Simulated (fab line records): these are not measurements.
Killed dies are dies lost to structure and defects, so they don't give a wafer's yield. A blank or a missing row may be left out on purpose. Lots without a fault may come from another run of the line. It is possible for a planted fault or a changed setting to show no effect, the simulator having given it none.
Problem report, 8D (eight disciplines) form, completed by code ; flow nand-harc ; the parts of the form that need people (team, actions taken, sign-off) are left out

1. WHAT WENT WRONG
Wafers without a fault read 1000 nm, standard deviation 11; thk-nm at NHARC_A_ONON_D1_THK_MEAS_30 reads a mean of 1528 nm on 2 wafers belonging to 2 lots. That is +48 standard deviations from the usual mean.
The step: measures by ellipsometry.
Earliest sighting: wafer L993.3 on film-metro-02 at day 12 09:53. The record holds 39 wafers of 13 lots with a number at this step. Rule for "out", or "out of limits": more than 4 standard deviations from the usual mean. All remaining wafers that have a number are taken as sound.

2. WHAT IT IS AND WHAT IT IS NOT
question;is;is not
which readings at this step;thk-nm;-
which lots;L993, L994;L100, L102, L103, L104, L106, L984, L988, L991, L997, L998, L999
which wafers of those lots;L993.3, L994.1;L993.5, L993.6, L994.5, L994.6
read on which gauges;film-metro-01, film-metro-02;-
when;from day 12 09:53;"up to then (11 sound wafers); but 26 sound wafers of L100, L102, L103, L104, L106, L994, L997, L998, L999 came after"

3. WHAT RULES OUT EACH SUSPECT
Counting: any tool at a process step up to the reading remains a suspect provided it ran every lot that is out. Sound lots after the first of them don't rule it out here, since some wafers of a struck lot are sound.
- the gauge at NHARC_A_ONON_D1_THK_MEAS_30: ruled out. Those wafers that are out were read across 2 gauges (film-metro-01, film-metro-02).
- pecvd-onon-04 at NHARC_A_ONON_D1_DEP_28 (target thk 1000 nm): kept. It ran every lot that is out, first L993 (day 12 09:29); its last sound lot up to then is L988 (day 10 09:42).
After counting, what remains is pecvd-onon-04 at NHARC_A_ONON_D1_DEP_28.

4. THE CAUSE (what the simulator had put in)
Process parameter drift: pecvd-onon-04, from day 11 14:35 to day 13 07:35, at NHARC_A_ONON_D1_DEP_28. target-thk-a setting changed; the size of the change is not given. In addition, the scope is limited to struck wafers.
After counting, this tool was the only one left.

5. THE CHAIN OF EFFECTS, in route order
Each row: a reading whose mean over the struck wafers that have a number lies more than 3 standard deviations from the usual. Only readings whose record carries a usual standard deviation are examined. hours: median over the lots of the time between each lot's start at the first step of this table that gives one and its start at this step. sigmas: the change, counted in usual standard deviations.
hours;step;reading;usual;on struck wafers;change;sigmas
0;NHARC_A_ONON_D1_THK_MEAS_30;thk-nm;1000 nm;1528;+528;+48
380;NHARC_END_SORT_01;killed-at-array;54;675;+621;+37
380;NHARC_END_SORT_01;killed-dies;58;677;+619;+39

6. HOW IT WOULD HAVE BEEN CAUGHT EARLIER
In this record the first reading out of limits at a measuring or inspecting step was taken at day 12 09:53, 19 hours after the fault began at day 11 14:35.
No tool reading at NHARC_A_ONON_D1_DEP_28 that has a usual standard deviation in the record was out on any struck wafer, so an alarm limit of 4 standard deviations on those readings would not have fired.
L994, from the lots that are out (2), started NHARC_A_ONON_D1_DEP_28 on pecvd-onon-04 later than day 12 09:53. Holding the tool at that time would have saved it.
